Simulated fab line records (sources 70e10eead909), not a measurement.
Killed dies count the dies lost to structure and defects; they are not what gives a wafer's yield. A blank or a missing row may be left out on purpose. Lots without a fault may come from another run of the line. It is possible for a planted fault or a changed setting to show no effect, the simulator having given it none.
Matching of chambers || flow nandHarc || NHARC_P_M1_DEP_33 on pecvd-02: 3 sister chambers
The step deposits SiCN, target thk 30 nm. 6 wafers are shown with their chamber, then 8 later ones without.

## WAFERS, EACH WITH ITS CHAMBER
{"wafer": "L873.3", "chamber": 1, "heaterPowerOuterW (W)": 412, "heaterPowerW (W)": 692}
{"wafer": "L873.4", "chamber": 2, "heaterPowerOuterW (W)": 261, "heaterPowerW (W)": 525}
{"wafer": "L881.1", "chamber": 0, "heaterPowerOuterW (W)": 284, "heaterPowerW (W)": 560}
{"wafer": "L881.3", "chamber": 2, "heaterPowerOuterW (W)": 243, "heaterPowerW (W)": 501}
{"wafer": "L881.4", "chamber": 0, "heaterPowerOuterW (W)": 291, "heaterPowerW (W)": 556}
{"wafer": "L883.1", "chamber": 1, "heaterPowerOuterW (W)": 410, "heaterPowerW (W)": 692}

## WAFERS WITHOUT THEIR CHAMBER
{"wafer": "L883.2", "heaterPowerOuterW (W)": 287, "heaterPowerW (W)": 590}
{"wafer": "L883.4", "heaterPowerOuterW (W)": 415, "heaterPowerW (W)": 693}
{"wafer": "L885.2", "heaterPowerOuterW (W)": 420, "heaterPowerW (W)": 682}
{"wafer": "L885.5", "heaterPowerOuterW (W)": 363, "heaterPowerW (W)": 632}
{"wafer": "L885.6", "heaterPowerOuterW (W)": 264, "heaterPowerW (W)": 521}
{"wafer": "L886.2", "heaterPowerOuterW (W)": 352, "heaterPowerW (W)": 609}
{"wafer": "L886.4", "heaterPowerOuterW (W)": 345, "heaterPowerW (W)": 627}
{"wafer": "L886.5", "heaterPowerOuterW (W)": 357, "heaterPowerW (W)": 602}

## EACH ONE'S CHAMBER
{"wafer": "L883.2", "from the rows above": 0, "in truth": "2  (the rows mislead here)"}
{"wafer": "L883.4", "from the rows above": 1, "in truth": 1}
{"wafer": "L885.2", "from the rows above": 1, "in truth": 1}
{"wafer": "L885.5", "from the rows above": 1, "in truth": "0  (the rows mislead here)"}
{"wafer": "L885.6", "from the rows above": 2, "in truth": 2}
{"wafer": "L886.2", "from the rows above": "can't be placed: 0 or 1", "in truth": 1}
{"wafer": "L886.4", "from the rows above": "can't be placed: 0 or 1", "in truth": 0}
{"wafer": "L886.5", "from the rows above": "can't be placed: 0 or 1", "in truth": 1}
3 of 8 placed correctly. Can't be placed from these rows: 3 (the true chamber is among the candidates in 3). Number placed wrongly: 2.
How it was worked out, from the rows above alone: a wafer's distance from a chamber is the root of the sum, over the readings, of the square of ((its reading less the chamber's mean) divided by the reading's scatter). If the next closest chamber is less than 2 further off than the closest, the wafer can't be placed; otherwise it belongs to the closest. A chamber's mean is the mean of its shown wafers. The scatter: take each reading less its chamber's mean, square it, sum over the shown wafers, divide by the number of wafers less the number of chambers, and take the root.
